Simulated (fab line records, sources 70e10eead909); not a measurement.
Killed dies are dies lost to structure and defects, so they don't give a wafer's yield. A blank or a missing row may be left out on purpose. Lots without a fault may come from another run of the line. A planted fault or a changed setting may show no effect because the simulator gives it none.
fab line records | flow nand_harc
record lots=6 wafers=18 last_day=28
route steps=1302 shown A_CHANNEL_HOLE_D2@584 END@1302
lots that met no fault: from a run of the same line without faults
start_h: hours from the record's first day to the start of the lot's first wafer shown | wait_h: hours since the lot's step before | " the same as in the row above | L1.1+2: a row that stands for several wafers | - no value, or no start given | * or withheld: withheld | < > ~ a bound
route shown NAME@n: a module of which the file shows steps, and the number in the route of the first | usual: mean/standard deviation of fault-free wafers | same: alike in all rows | chamber/n: place in a boat | sites: the reading at each site | _std_site: their standard deviation | _edge_site: outer sites' mean less inner sites' | radius_mm: how far each site lies from the wafer's centre | mask NAME#n: copy n | behind: the tool/chamber that last shaped the wafer | hold: why the lot was held/for how many hours/how that ended | device: the transistor (n, p or np) that didn't switch | end of line: the same wafers' tests at the end of the route | a step without rows: its recipe alone | killed: dies lost to structure and defects at the first sort, not the wafer's yield | map: a wafer's dies, x killed, . not, _ none there
set.NAME: the setting as run; set.NAME@STEP: as run at that earlier step | model.NAME: the simulator's own value behind a step, which no gauge read
lots at some steps of the route; a table a step, a row a wafer
services: from which hour (start_h, from the record's first day; less than 0 if before it) a tool's chamber was out of use, for how many hours, and why
## steps
# step NHARC_A_CHANNEL_HOLE_D2_INSPECT_12
# usual raw_defect_count=27/21
# columns lot.wafer tool chamber start_h wait_h raw_defect_count
L317.2 defect_inspect-01 - 297.50 0.0 7
L317.4 " - " " 7
L317.6 " - " " 5
L318.2 defect_inspect-01 - 298.27 0.0 5
L318.5 " - " " 8
L318.6 " - " " 6
L321.1 defect_inspect-01 - 329.92 0.0 58
L321.2 " - " " 53
L321.5 " - " " 48
L322.2 defect_inspect-01 - 330.08 0.0 6
L322.3 " - " " 11
L322.6 " - " " 9
L320.1 defect_inspect-02 - 330.68 0.0 6
L320.2 " - " " 5
L320.4 " - " " 5
L329.1 defect_inspect-01 - 418.00 0.0 8
L329.3 " - " " 17
L329.4 " - " " 11
# step NHARC_A_CHANNEL_HOLE_D2_DESCUM_15
# recipe time_s=3 o2_flow_sccm=200 ar_flow_sccm=0 bias_power_w=0 chemistry=O2
# step NHARC_A_CHANNEL_HOLE_D2_ETCH_38
# recipe target_depth_a=390 over_etch_frac=0.3 time_s=65 ion_energy_ev=80 cf4_flow_sccm=150 ar_flow_sccm=0 rf_w=300 bias_w=100 chemistry=CF4
# step NHARC_A_CHANNEL_HOLE_D2_ETCH_39
# recipe target_depth_a=2600 over_etch_frac=0.3 time_s=325 ion_energy_ev=200 n2_flow_sccm=150 h2_flow_sccm=150 ar_flow_sccm=0 rf_w=400 bias_w=150 chemistry=N2/H2
# step NHARC_A_CHANNEL_HOLE_D2_ETCH_34
# recipe target_depth_a=1540 time_s=77 cf4_flow_sccm=100 chf3_flow_sccm=30 ar_flow_sccm=0 rf_w=500 bias_w=200 chemistry=CF4/CHF3
# usual drypump_motor_current_A=5.8/0.43 mfc_ar_sccm=0.005/0.0081 oes_product_au=0.960/0.017 rf_vpp_V=370.1/1.8 showerhead_plenum_p_Torr=1.56/0.046 throttle_valve_pct=16.801/0.0089
# columns lot.wafer tool chamber start_h wait_h drypump_motor_current_A mfc_ar_sccm oes_product_au rf_hours_counter_h rf_vpp_V showerhead_plenum_p_Torr throttle_valve_pct
L317.4 rie_diel-05 0 - - 5.0 0 0.970 3 369.1 1.51 16.803
L317.2 " 2 " " 5.7 0 0.971 3 369.7 1.51 16.800
L317.6 " 3 " " 5.1 0 0.967 - 371.8 1.58 16.799
L318.2 rie_diel-03 3 - - 5.9 0.023 0.982 0 374.3 1.65 16.798
L318.6 " 2 " " 5.7 0.004 0.953 - 373.3 1.62 16.796
L318.5 " 3 " " 5.9 0.023 0.962 - 373.7 1.65 16.797
L321.1 rie_diel-05 3 - - 5.1 0 0.964 5 373.0 1.58 16.797
L321.2 " 1 " " 6.0 0 0.965 4 367.8 1.53 16.812
L321.5 " 0 " " 5.0 0 0.983 - 367.6 1.51 16.806
L322.3 rie_diel-07 1 - - 6.4 0 0.931 2 369.1 1.53 16.816
L322.2 " 3 " " 5.8 0 0.948 2 369.3 1.54 16.792
L322.6 " 1 " " 6.3 0 0.931 - 367.4 1.53 16.798
L320.4 rie_diel-03 2 - - 5.7 0.004 0.961 2 373.4 1.61 16.808
L320.2 " 0 " " 5.9 0.013 0.982 2 369.3 1.53 16.799
L320.1 " 1 " " 5.7 0.014 0.967 2 371.1 1.59 16.791
L329.3 rie_diel-07 1 - - 6.4 0 0.964 8 368.6 1.53 16.810
L329.1 " 2 " " 6.4 0 0.993 9 371.1 1.62 16.793
L329.4 " 1 " " 6.4 0 0.956 - 368.9 1.53 16.809
# step NHARC_A_CHANNEL_HOLE_D2_ETCH_16
# recipe target_depth_a=31000 over_etch_frac=0.3 time_s=806 ion_energy_ev=150 o2_flow_sccm=400 cos_flow_sccm=20 ar_flow_sccm=0 rf_w=500 bias_w=300 chemistry=O2/COS
# step NHARC_A_CHANNEL_HOLE_D2_CD_MEAS_18
# usual cd_nm=98.1/2.5
# columns lot.wafer tool chamber start_h wait_h cd_nm
L317.2 cd_sem-01 - 298.67 - 98.3
L317.4 " - " " 102.0
L317.6 " - " " 97.9
L318.2 cd_sem-01 - 299.43 - 97.6
L318.5 " - " " 99.8
L318.6 " - " " 101.2
L321.1 cd_sem-03 - 331.10 - 98.7
L321.2 " - " " 97.5
L321.5 " - " " 95.3
L322.2 cd_sem-01 - 331.24 - 96.9
L322.3 " - " " 100.9
L322.6 " - " " 96.0
L320.1 cd_sem-01 - 331.84 - 99.2
L320.2 " - " " 99.5
L320.4 " - " " 102.9
L329.1 cd_sem-01 - 419.30 - 96.1
L329.3 " - " " 94.8
L329.4 " - " " 93.3
# step NHARC_A_CHANNEL_HOLE_D2_ETCH_19
# recipe bias_v=1200 source_w=2500 pressure_mtorr=15 time_s=34.5 ar_flow_sccm=375 c4f8_flow_sccm=28.8 o2_flow_sccm=96.2 temp_c=-20 target_depth_a=* chemistry=C4F8/O2/Ar
# usual drypump_motor_current_A=5.8/0.3 mfc_ar_sccm=375.0/1.2 showerhead_plenum_p_Torr=3.77/0.16 throttle_valve_pct=37.038/0.01
# columns lot.wafer tool chamber start_h wait_h drypump_motor_current_A mfc_ar_sccm rf_hours_counter_h showerhead_plenum_p_Torr throttle_valve_pct
L317.2 har_etch-02 0 298.76 0.1 5.9 373.4 354 3.53 37.032
L317.4 " 0 " " 5.9 376.1 - 3.53 37.039
L317.6 " 1 " " 5.6 375.4 - 3.64 37.048
L318.2 har_etch-01 1 299.52 0.1 6.2 375.8 157 3.74 37.026
L318.6 " 0 " " 5.3 376.5 - 3.74 37.046
L318.5 " 1 " " 6.2 375.7 - 3.74 37.064
L321.2 har_etch-01 0 331.30 0.2 5.3 375.4 176 3.73 37.039
L321.1 " 1 " " 6.2 373.7 176 3.73 37.050
L321.5 " 1 " " 6.2 375.0 - 3.73 37.025
L322.2 har_etch-02 1 331.87 0.6 5.6 374.6 362 3.63 37.039
L322.3 " 0 " " 5.9 375.3 - 3.52 37.027
L322.6 " 1 " " 5.6 373.1 - 3.63 37.039
L320.1 har_etch-01 1 335.47 3.6 6.2 376.9 180 3.72 37.025
L320.2 " 0 " " 5.4 375.0 180 3.72 37.033
L320.4 " 1 " " 6.3 375.0 - 3.72 37.060
L329.1 har_etch-02 0 419.39 0.1 5.9 373.8 15 3.98 37.045
L329.4 " 1 " " 5.6 375.6 - 3.98 37.044
L329.3 " 0 " " 5.9 375.0 - 3.98 37.025
# step NHARC_A_CHANNEL_HOLE_D2_ETCH_20
# recipe bias_v=3000 source_w=withheld pressure_mtorr=20 time_s=361.9 ar_flow_sccm=375 c4f8_flow_sccm=89.3 o2_flow_sccm=35.7 temp_c=-20 target_depth_a=16000 chemistry=C4F8/O2/Ar
# step NHARC_A_CHANNEL_HOLE_D2_ETCH_21
# recipe bias_v=3000 source_w=withheld pressure_mtorr=20 time_s=514.3 ar_flow_sccm=375 c4f8_flow_sccm=89.3 o2_flow_sccm=35.7 temp_c=-20 target_depth_a=16000 chemistry=C4F8/O2/Ar
# usual drypump_motor_current_A=5.8/0.31 mfc_ar_sccm=375.2/1 showerhead_plenum_p_Torr=3.73/0.15 throttle_valve_pct=32.155/0.0083
# columns lot.wafer tool chamber start_h wait_h drypump_motor_current_A mfc_ar_sccm rf_hours_counter_h showerhead_plenum_p_Torr throttle_valve_pct
L317.2 har_etch-02 0 299.24 0.3 5.9 375.5 355 3.50 32.159
L317.4 " 0 " " 5.9 374.8 - 3.50 32.160
L317.6 " 1 " " 5.6 374.6 - 3.60 32.162
L318.2 har_etch-01 1 300.01 0.3 6.2 375.7 157 3.69 32.148
L318.6 " 0 " " 5.3 375.4 - 3.69 32.149
L318.5 " 1 " " 6.2 375.9 - 3.69 32.164
L321.2 har_etch-01 0 331.73 0.3 5.4 375.9 177 3.68 32.155
L321.1 " 1 " " 6.3 376.4 177 3.68 32.142
L321.5 " 1 " " 6.2 377.2 - 3.68 32.147
L322.2 har_etch-02 1 332.35 0.3 5.6 376.9 363 3.59 32.146
L322.3 " 0 " " 5.9 374.8 - 3.49 32.155
L322.6 " 1 " " 5.6 375.6 - 3.59 32.148
L320.1 har_etch-01 1 335.90 0.3 6.2 375.6 181 3.68 32.157
L320.2 " 0 " " 5.3 376.1 181 3.68 32.145
L320.4 " 1 " " 6.3 374.7 - 3.68 32.149
L329.1 har_etch-02 0 419.88 0.3 5.8 375.3 15 3.92 32.151
L329.4 " 1 " " 5.6 374.6 - 3.92 32.154
L329.3 " 0 " " 5.8 375.3 - 3.92 32.153
# step NHARC_A_CHANNEL_HOLE_D2_ETCH_22
# recipe bias_v=3000 source_w=withheld pressure_mtorr=20 time_s=666.7 ar_flow_sccm=375 c4f8_flow_sccm=89.3 o2_flow_sccm=35.7 temp_c=-20 target_depth_a=16000 chemistry=C4F8/O2/Ar
# step NHARC_A_CHANNEL_HOLE_D2_ETCH_23
# recipe bias_v=5000 source_w=withheld pressure_mtorr=20 time_s=819 ar_flow_sccm=375 c4f8_flow_sccm=89.3 o2_flow_sccm=35.7 temp_c=-20 target_depth_a=16000 chemistry=C4F8/O2/Ar
# step NHARC_A_CHANNEL_HOLE_D2_ETCH_24
# recipe bias_v=5000 source_w=withheld pressure_mtorr=20 time_s=906.2 ar_flow_sccm=375 c4f8_flow_sccm=93.8 o2_flow_sccm=31.2 temp_c=-20 target_depth_a=15000 chemistry=C4F8/O2/Ar
# usual drypump_motor_current_A=5.8/0.31 mfc_ar_sccm=375.1/1.1 showerhead_plenum_p_Torr=3.72/0.15 throttle_valve_pct=32.236/0.0087
# columns lot.wafer tool chamber start_h wait_h drypump_motor_current_A mfc_ar_sccm rf_hours_counter_h showerhead_plenum_p_Torr throttle_valve_pct
L317.2 har_etch-02 0 301.00 0.6 5.8 373.7 356 3.49 32.234
L317.4 " 0 " " 5.8 375.2 - 3.49 32.242
L317.6 " 1 " " 5.6 373.7 - 3.60 32.232
L318.2 har_etch-01 1 301.76 0.6 6.2 375.8 159 3.69 32.228
L318.6 " 0 " " 5.4 376.3 - 3.69 32.235
L318.5 " 1 " " 6.2 374.7 - 3.69 32.236
L321.2 har_etch-01 0 333.44 0.6 5.4 377.5 178 3.68 32.247
L321.1 " 1 " " 6.2 374.4 178 3.68 32.237
L321.5 " 1 " " 6.3 372.9 - 3.68 32.232
L322.2 har_etch-02 1 334.11 0.6 5.6 375.0 365 3.58 32.228
L322.3 " 0 " " 5.8 373.3 - 3.48 32.241
L322.6 " 1 " " 5.6 373.0 - 3.58 32.245
L320.1 har_etch-01 1 337.61 0.6 6.3 373.6 182 3.68 32.230
L320.2 " 0 " " 5.3 374.5 182 3.68 32.246
L320.4 " 1 " " 6.2 376.0 - 3.68 32.231
L329.1 har_etch-02 0 421.63 0.6 5.9 373.0 17 3.92 32.235
L329.4 " 1 " " 5.6 375.2 - 3.92 32.234
L329.3 " 0 " " 5.8 376.0 - 3.92 32.229
# step NHARC_A_CHANNEL_HOLE_D2_ETCH_25
# recipe bias_v=5000 source_w=withheld pressure_mtorr=20 time_s=1040.2 ar_flow_sccm=375 c4f8_flow_sccm=93.8 o2_flow_sccm=31.2 temp_c=-20 target_depth_a=15000 chemistry=C4F8/O2/Ar
# usual drypump_motor_current_A=5.8/0.31 mfc_ar_sccm=375.0/1.2 showerhead_plenum_p_Torr=3.72/0.15 throttle_valve_pct=32.235/0.0093
# columns lot.wafer tool chamber start_h wait_h drypump_motor_current_A mfc_ar_sccm rf_hours_counter_h showerhead_plenum_p_Torr throttle_valve_pct
L317.2 har_etch-02 0 301.78 0.7 5.9 374.2 357 3.49 32.238
L317.4 " 0 " " 5.9 374.1 - 3.49 32.231
L317.6 " 1 " " 5.6 374.5 - 3.60 32.255
L318.2 har_etch-01 1 302.56 0.7 6.2 376.6 160 3.69 32.237
L318.6 " 0 " " 5.4 375.9 - 3.69 32.238
L318.5 " 1 " " 6.2 376.4 - 3.69 32.252
L321.2 har_etch-01 0 334.20 0.6 5.4 375.2 179 3.68 32.241
L321.1 " 1 " " 6.2 375.7 179 3.68 32.226
L321.5 " 1 " " 6.3 376.9 - 3.68 32.225
L322.2 har_etch-02 1 334.89 0.7 5.6 375.5 365 3.58 32.234
L322.3 " 0 " " 5.8 373.5 - 3.48 32.229
L322.6 " 1 " " 5.6 374.6 - 3.58 32.225
L320.1 har_etch-01 1 338.39 0.6 6.2 374.0 183 3.67 32.234
L320.2 " 0 " " 5.3 375.2 183 3.68 32.219
L320.4 " 1 " " 6.2 372.7 - 3.68 32.225
L329.1 har_etch-02 0 422.42 0.7 5.9 374.4 18 3.92 32.230
L329.4 " 1 " " 5.6 374.4 - 3.92 32.237
L329.3 " 0 " " 5.9 374.1 - 3.92 32.241
# step NHARC_A_CHANNEL_HOLE_D2_ETCH_26
# recipe bias_v=300 source_w=2000 pressure_mtorr=30 time_s=224.1 ar_flow_sccm=375 c4f8_flow_sccm=11.4 o2_flow_sccm=113.6 temp_c=-20 target_depth_a=3000 chemistry=C4F8/O2/Ar
# usual drypump_motor_current_A=5.8/0.3 mfc_ar_sccm=375.0/1.1 showerhead_plenum_p_Torr=3.77/0.16 throttle_valve_pct=24.583/0.01
# columns lot.wafer tool chamber start_h wait_h drypump_motor_current_A mfc_ar_sccm rf_hours_counter_h showerhead_plenum_p_Torr throttle_valve_pct
L317.2 har_etch-02 0 302.56 0.6 5.8 376.1 358 3.53 24.582
L317.4 " 0 " " 5.9 374.7 - 3.53 24.592
L317.6 " 1 " " 5.6 375.7 - 3.64 24.593
L318.2 har_etch-01 1 303.33 0.6 6.2 375.0 161 3.74 24.580
L318.6 " 0 " " 5.3 375.8 - 3.74 24.579
L318.5 " 1 " " 6.2 375.2 - 3.74 24.571
L321.2 har_etch-01 0 335.09 0.7 5.3 373.3 180 3.73 24.582
L321.1 " 1 " " 6.2 374.6 180 3.73 24.579
L321.5 " 1 " " 6.2 375.5 - 3.73 24.583
L322.2 har_etch-02 1 335.65 0.6 5.6 374.5 366 3.63 24.587
L322.3 " 0 " " 5.9 374.3 - 3.52 24.586
L322.6 " 1 " " 5.6 373.9 - 3.63 24.595
L320.1 har_etch-01 1 339.26 0.7 6.2 374.0 184 3.73 24.603
L320.2 " 0 " " 5.4 375.4 184 3.73 24.564
L320.4 " 1 " " 6.3 374.6 - 3.72 24.582
L329.1 har_etch-02 0 423.19 0.6 5.9 374.8 19 3.98 24.585
L329.4 " 1 " " 5.6 374.5 - 3.98 24.592
L329.3 " 0 " " 5.8 374.1 - 3.98 24.575
# step NHARC_A_CHANNEL_HOLE_D2_ETCH_27
# recipe bias_v=400 source_w=2000 pressure_mtorr=25 time_s=90 ar_flow_sccm=375 c4f8_flow_sccm=41.7 o2_flow_sccm=83.3 temp_c=-20 target_depth_a=4000 chemistry=C4F8/O2/Ar
# step NHARC_A_CHANNEL_HOLE_D2_STRIP_41
# recipe n2_flow_sccm=150 h2_flow_sccm=150 ar_flow_sccm=0 bias_w=0 chemistry=N2/H2
# step NHARC_A_CHANNEL_HOLE_D2_STRIP_42
# recipe cf4_flow_sccm=100 chf3_flow_sccm=30 ar_flow_sccm=0 bias_w=0 chemistry=CF4/CHF3
# step NHARC_A_CHANNEL_HOLE_D2_STRIP_43
# recipe o2_flow_sccm=400 cos_flow_sccm=20 ar_flow_sccm=0 bias_w=0 chemistry=O2/COS
# step NHARC_A_CHANNEL_HOLE_D2_ETCH_44
# recipe target_depth_a=1400 overetch_a=140 time_s=77 ion_energy_ev=100 cf4_flow_sccm=80 o2_flow_sccm=20 ar_flow_sccm=0 rf_w=300 bias_w=100 chemistry=CF4/O2
# step NHARC_A_CHANNEL_HOLE_D2_STRIP_28
# recipe o2_flow_sccm=500 ar_flow_sccm=0 bias_w=0 chemistry=O2
# step NHARC_A_CHANNEL_HOLE_D2_PRECLEAN_29
# recipe time_s=* temp_c=50 bath_age_min=0 chemistry=SC1
# step NHARC_A_CHANNEL_HOLE_D2_SRD_30
# step NHARC_A_CHANNEL_HOLE_D2_CD_MEAS_31
# usual cd_nm=90.0/1.3
# columns lot.wafer tool chamber start_h wait_h cd_nm
L317.2 cd_sem-02 - 304.26 - 89.2
L317.4 " - " " 87.5
L317.6 " - " " 89.4
L318.2 cd_sem-03 - 305.04 - 90.4
L318.5 " - " " 89.8
L318.6 " - " " 91.1
L321.1 cd_sem-01 - 337.32 - 88.9
L321.2 " - " " 90.1
L321.5 " - " " 89.3
L322.2 cd_sem-01 - 337.87 0.1 90.0
L322.3 " - " " 89.4
L322.6 " - " " 88.1
L320.1 cd_sem-02 - 341.49 - 90.0
L320.2 " - " " 89.2
L320.4 " - " " 90.2
L329.1 cd_sem-01 - 425.05 - 88.6
L329.3 " - " " 86.8
L329.4 " - " " 89.1
# step NHARC_A_CHANNEL_HOLE_D2_XSEM_32
# recipe landing_energy_ev=35000
# step NHARC_A_CHANNEL_HOLE_D2_INSPECT_40
# usual raw_defect_count=261/71
# columns lot.wafer tool chamber start_h wait_h hold raw_defect_count
L317.2 defect_inspect-02 - 304.45 - - 291
L317.4 " - " " - 214
L317.6 " - " " - 227
L318.2 defect_inspect-02 - 305.23 - - 314
L318.5 " - " " - 387
L318.6 " - " " - 188
L321.1 defect_inspect-01 - 337.50 - await_dispo/0.2h/release 553
L321.2 " - " " await_dispo/0.2h/release 557
L321.5 " - " " await_dispo/0.2h/release 507
L321.1 defect_inspect-01 - 337.68 0.2 - 553
L321.2 " - " " - 551
L321.5 " - " " - 503
L322.2 defect_inspect-01 - 338.05 - - 284
L322.3 " - " " - 317
L322.6 " - " " - 372
L320.1 defect_inspect-02 - 341.69 - await_dispo/0.2h/release 571
L320.2 " - " " await_dispo/0.2h/release 648
L320.4 " - " " await_dispo/0.2h/release 523
L320.1 defect_inspect-02 - 341.86 0.2 - 585
L320.2 " - " " - 622
L320.4 " - " " - 520
L329.1 defect_inspect-02 - 425.23 - - 186
L329.3 " - " " - 331
L329.4 " - " " - 217
# step NHARC_END_SORT_01
# recipe temp_c=25
# usual killed_at_array=56/19 killed_at_other=1.0/1.3 killed_at_periphery=3.8/2.2 killed_dies=61/19 killed_open=3.1/1.9 killed_short=2.3/1.5
# same gross_dies=677
# columns lot.wafer tool chamber start_h wait_h killed_at_array killed_at_other killed_at_periphery killed_dies killed_open killed_short
L320.1 prober-02 0 601.12 2.5 91 0 7 98 7 1
L320.2 prober-02 0 601.91 2.8 74 0 5 79 1 4
L320.4 prober-02 0 603.50 3.4 106 0 5 111 0 6
L321.1 prober-02 0 627.19 2.5 118 2 2 122 5 1
L321.2 prober-02 0 627.99 2.8 116 1 4 121 5 1
L321.5 prober-02 0 630.37 3.7 114 0 5 119 2 2
# killed by level:class
L320.1 A_CHANNEL_HOLE_D2:unspecified=67 A_SLIT:chamber_film_flake=7 P_ZERO_WELL:chamber_film_flake=3 A_CHANNEL_HOLE_D1:chamber_film_flake=3 A_M1:chamber_film_flake=3 A_ONON_D2:geometric_particle:open=2 P_GATE:chamber_film_flake=2 A_CHANNEL_HOLE_D2:chamber_film_flake=2
L320.2 A_CHANNEL_HOLE_D2:unspecified=54 A_CONTACT:chamber_film_flake=5 A_SLIT:chamber_film_flake=4 P_GATE:chamber_film_flake=3 A_CHANNEL_HOLE_D2:chamber_film_flake=2 P_M2:geometric_particle:open=1 A_CHANNEL_FILL_D1:geometric_particle:short=1 A_DECK1_JOINT:geometric_particle:short=1
L320.4 A_CHANNEL_HOLE_D2:unspecified=67 A_SLIT:chamber_film_flake=21 A_CHANNEL_HOLE_D2:chamber_film_flake=4 A_CONTACT:chamber_film_flake=4 A_CHANNEL_FILL_D2:geometric_particle:short=2 A_CHANNEL_HOLE_D1:chamber_film_flake=2 A_M1:chamber_film_flake=2 P_M1:geometric_particle:short=1
L321.1 A_CHANNEL_HOLE_D2:unspecified=63 A_SLIT:chamber_film_flake=25 A_CHANNEL_HOLE_D1:chamber_film_flake=18 A_CONTACT:chamber_film_flake=3 A_BONDPAD:chamber_film_flake=2 P_M0:geometric_particle:open=1 A_ONON_D2:geometric_particle:open=1 A_CHANNEL_FILL_D2:geometric_particle:open=1
L321.2 A_CHANNEL_HOLE_D2:unspecified=54 A_CHANNEL_HOLE_D1:chamber_film_flake=31 A_SLIT:chamber_film_flake=21 A_CHANNEL_HOLE_D2:chamber_film_flake=3 P_GATE:geometric_particle:open=2 P_STI:chamber_film_flake=2 A_SOURCE_PLATE:geometric_particle:open=1 A_ONON_D1:geometric_particle:open=1
L321.5 A_CHANNEL_HOLE_D2:unspecified=69 A_CHANNEL_HOLE_D1:chamber_film_flake=25 A_SLIT:chamber_film_flake=10 A_CONTACT:chamber_film_flake=3 P_STI:chamber_film_flake=2 A_STAIRCASE:chamber_film_flake=2 A_CHANNEL_HOLE_D2:chamber_film_flake=2 P_CONTACT:geometric_particle:open=1
## services
# columns tool chamber start_h hours kind
rie_diel-07 0 274.06 - clean
rie_diel-07 1 274.06 - clean
rie_diel-07 2 274.06 - clean
rie_diel-07 0 277.34 3.5 repair
rie_diel-03 3 280.84 4.3 repair
rie_diel-03 - 282.01 9.0 pm
rie_diel-05 0 290.26 2.7 repair
rie_diel-07 - 294.63 9.0 pm
har_etch-01 - 313.12 0.8 repair
rie_diel-07 1 333.38 8.6 repair
rie_diel-07 3 334.75 15.5 repair
rie_diel-05 - 344.83 0.1 repair
rie_diel-05 3 355.84 5.8 repair
har_etch-02 - 377.00 17.0 pm
har_etch-02 0 377.00 17.0 vent_cycle
har_etch-02 1 377.00 17.0 vent_cycle
rie_diel-07 1 380.35 9.2 repair
har_etch-02 0 394.00 - clean
har_etch-02 0 394.00 - consumable_replace:focus_ring
har_etch-02 0 394.00 - consumable_replace:showerhead
har_etch-02 1 394.00 - clean
har_etch-02 1 394.00 - consumable_replace:focus_ring
har_etch-02 1 394.00 - consumable_replace:showerhead
rie_diel-05 - 406.61 9.0 pm
## key
first_sign step=NHARC_A_CHANNEL_HOLE_D2_INSPECT_40 reading=visit direction=added
effect step=NHARC_A_CHANNEL_HOLE_D2_INSPECT_40 reading=raw_defect_count direction=up sigmas=4.2 usual=261 struck=560
effect step=NHARC_END_SORT_01 reading=killed_at_array direction=up sigmas=2.5 usual=56 struck=103 wafers_moved=5
more_kills_born_at NHARC_A_CHANNEL_HOLE_D2_ETCH_24@har_etch-01=281
met_at NHARC_A_CHANNEL_HOLE_D2_ETCH_24
struck_wafers L320.1,L320.2,L320.4,L321.1,L321.2,L321.5
tester_left_out L320,L321
onset_between 301.76 333.44
also_fits NHARC_A_CHANNEL_HOLE_D2_ETCH_19:har_etch-01,NHARC_A_CHANNEL_HOLE_D2_ETCH_21:har_etch-01,NHARC_A_CHANNEL_HOLE_D2_ETCH_25:har_etch-01,NHARC_A_CHANNEL_HOLE_D2_ETCH_26:har_etch-01
fault kind=chamber_particle_source tool=har_etch-01 chamber=- onset_h=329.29 steps=NHARC_A_CHANNEL_HOLE_D2_ETCH_24 rate_per_visit_cm2=0.5091 end_h=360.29
# tester_left_out: of these lots the tester's yield and bins aren't shown, on N5 and GAA mostly nor the transistor test; their killed dies are dies lost to structure and defects alone, not to doping, threshold or leakage, so they don't give the yield
